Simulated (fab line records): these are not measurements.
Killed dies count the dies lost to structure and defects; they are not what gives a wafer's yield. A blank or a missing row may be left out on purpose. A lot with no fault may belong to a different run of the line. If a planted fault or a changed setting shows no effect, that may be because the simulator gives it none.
Matching of chambers :: flow n5_finfet :: 3 sister chambers for N5_HKMG_FIN_CVD_62 on thermal_cvd_si-01
The step deposits a-Si from Si2H6, target thk 3 nm, time 20.8 s. 24 wafers are shown with their chamber, then 12 later ones without.

== EACH WAFER AND ITS CHAMBER ==
wafer: L074.2
chamber: 1
heater_power_w (W): 1231
heater_power_outer_w (W): 766
chamber_pressure_Torr (Torr): 1.0012

wafer: L074.5
chamber: 2
heater_power_w (W): 1632
heater_power_outer_w (W): 1064
chamber_pressure_Torr (Torr): 1.0026

wafer: L074.6
chamber: 0
heater_power_w (W): 1587
heater_power_outer_w (W): 1037
chamber_pressure_Torr (Torr): 0.9986

wafer: L076.1
chamber: 0
heater_power_w (W): 1545
heater_power_outer_w (W): 1061
chamber_pressure_Torr (Torr): 0.9984

wafer: L076.3
chamber: 1
heater_power_w (W): 1215
heater_power_outer_w (W): 760
chamber_pressure_Torr (Torr): 0.9980

wafer: L076.5
chamber: 0
heater_power_w (W): 1564
heater_power_outer_w (W): 1013
chamber_pressure_Torr (Torr): 0.9966

wafer: L078.1
chamber: 1
heater_power_w (W): 1225
heater_power_outer_w (W): 773
chamber_pressure_Torr (Torr): 1.0000

wafer: L078.5
chamber: 0
heater_power_w (W): 1564
heater_power_outer_w (W): 1011
chamber_pressure_Torr (Torr): 0.9952

wafer: L078.6
chamber: 2
heater_power_w (W): 1605
heater_power_outer_w (W): 1022
chamber_pressure_Torr (Torr): 1.0006

wafer: L080.3
chamber: 0
heater_power_w (W): 1596
heater_power_outer_w (W): 1030
chamber_pressure_Torr (Torr): 0.9977

wafer: L080.4
chamber: 1
heater_power_w (W): 1217
heater_power_outer_w (W): 793
chamber_pressure_Torr (Torr): 1.0008

wafer: L080.6
chamber: 0
heater_power_w (W): 1566
heater_power_outer_w (W): 1059
chamber_pressure_Torr (Torr): 0.9986

wafer: L082.2
chamber: 0
heater_power_w (W): 1558
heater_power_outer_w (W): 1071
chamber_pressure_Torr (Torr): 0.9999

wafer: L082.3
chamber: 1
heater_power_w (W): 1209
heater_power_outer_w (W): 796
chamber_pressure_Torr (Torr): 1.0059

wafer: L082.6
chamber: 0
heater_power_w (W): 1539
heater_power_outer_w (W): 1029
chamber_pressure_Torr (Torr): 1.0027

wafer: L084.1
chamber: 1
heater_power_w (W): 1248
heater_power_outer_w (W): 773
chamber_pressure_Torr (Torr): 0.9988

wafer: L084.3
chamber: 0
heater_power_w (W): 1540
heater_power_outer_w (W): 1022
chamber_pressure_Torr (Torr): 1.0014

wafer: L084.5
chamber: 0
heater_power_w (W): 1577
heater_power_outer_w (W): 1069
chamber_pressure_Torr (Torr): 1.0001

wafer: L086.2
chamber: 1
heater_power_w (W): 1222
heater_power_outer_w (W): 788
chamber_pressure_Torr (Torr): 0.9992

wafer: L086.4
chamber: 2
heater_power_w (W): 1621
heater_power_outer_w (W): 1001
chamber_pressure_Torr (Torr): 0.9991

wafer: L086.5
chamber: 0
heater_power_w (W): 1542
heater_power_outer_w (W): 1034
chamber_pressure_Torr (Torr): 0.9982

wafer: L088.2
chamber: 0
heater_power_w (W): 1571
heater_power_outer_w (W): 1038
chamber_pressure_Torr (Torr): 1.0022

wafer: L088.5
chamber: 2
heater_power_w (W): 1603
heater_power_outer_w (W): 1032
chamber_pressure_Torr (Torr): 1.0023

wafer: L088.6
chamber: 1
heater_power_w (W): 1257
heater_power_outer_w (W): 790
chamber_pressure_Torr (Torr): 1.0024

SIGNATURES (averages over the wafers above)
reading: heater_power_w
chamber 0: 1562.42
chamber 1: 1228.00
chamber 2: 1615.25
scatter within a chamber: 17.4

reading: heater_power_outer_w
chamber 0: 1039.50
chamber 1: 779.88
chamber 2: 1029.75
scatter within a chamber: 19.7

reading: chamber_pressure_Torr
chamber 0: 0.999133
chamber 1: 1.000787
chamber 2: 1.001150
scatter within a chamber: 0.00225
Rule: distance of a wafer from a chamber = root of the sum over the readings of ((wafer's reading minus chamber's mean) / reading's scatter) squared. The wafer belongs to the nearest chamber; if the next one is less than 2 further off, it can't be placed. The scatter: the root of (the sum of the squares of (reading less its chamber's mean) over the shown wafers, divided by (wafers less chambers)).

== WAFERS WITHOUT THEIR CHAMBER ==
wafer: L090.2
heater_power_w (W): 1235
heater_power_outer_w (W): 778
chamber_pressure_Torr (Torr): 1.0021

wafer: L090.4
heater_power_w (W): 1592
heater_power_outer_w (W): 1055
chamber_pressure_Torr (Torr): 1.0049

wafer: L090.5
heater_power_w (W): 1241
heater_power_outer_w (W): 789
chamber_pressure_Torr (Torr): 1.0006

wafer: L092.4
heater_power_w (W): 1599
heater_power_outer_w (W): 1057
chamber_pressure_Torr (Torr): 1.0013

wafer: L092.5
heater_power_w (W): 1192
heater_power_outer_w (W): 785
chamber_pressure_Torr (Torr): 0.9993

wafer: L092.6
heater_power_w (W): 1655
heater_power_outer_w (W): 1062
chamber_pressure_Torr (Torr): 0.9993

wafer: L094.1
heater_power_w (W): 1531
heater_power_outer_w (W): 1031
chamber_pressure_Torr (Torr): 0.9984

wafer: L094.4
heater_power_w (W): 1275
heater_power_outer_w (W): 768
chamber_pressure_Torr (Torr): 1.0026

wafer: L094.5
heater_power_w (W): 1604
heater_power_outer_w (W): 1024
chamber_pressure_Torr (Torr): 0.9972

wafer: L096.3
heater_power_w (W): 1616
heater_power_outer_w (W): 1036
chamber_pressure_Torr (Torr): 1.0011

wafer: L096.4
heater_power_w (W): 1215
heater_power_outer_w (W): 782
chamber_pressure_Torr (Torr): 0.9986

wafer: L096.6
heater_power_w (W): 1602
heater_power_outer_w (W): 1038
chamber_pressure_Torr (Torr): 0.9971

== WHICH CHAMBER EACH WENT THROUGH ==
wafer: L090.2
from the rows above: 1
in truth: 1

wafer: L090.4
from the rows above: can't be placed: 2 or 0
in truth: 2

wafer: L090.5
from the rows above: 1
in truth: 1

wafer: L092.4
from the rows above: can't be placed: 2 or 0
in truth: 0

wafer: L092.5
from the rows above: 1
in truth: 1

wafer: L092.6
from the rows above: 2
in truth: 2

wafer: L094.1
from the rows above: 0
in truth: 0

wafer: L094.4
from the rows above: 1
in truth: 1

wafer: L094.5
from the rows above: can't be placed: 2 or 0
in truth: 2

wafer: L096.3
from the rows above: 2
in truth: 2

wafer: L096.4
from the rows above: 1
in truth: 1

wafer: L096.6
from the rows above: can't be placed: 2 or 0
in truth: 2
Placed correctly: 8 of 12. Cannot be placed on the basis of these rows: 4; the candidates contain the true chamber in 4. 0 placed wrongly.
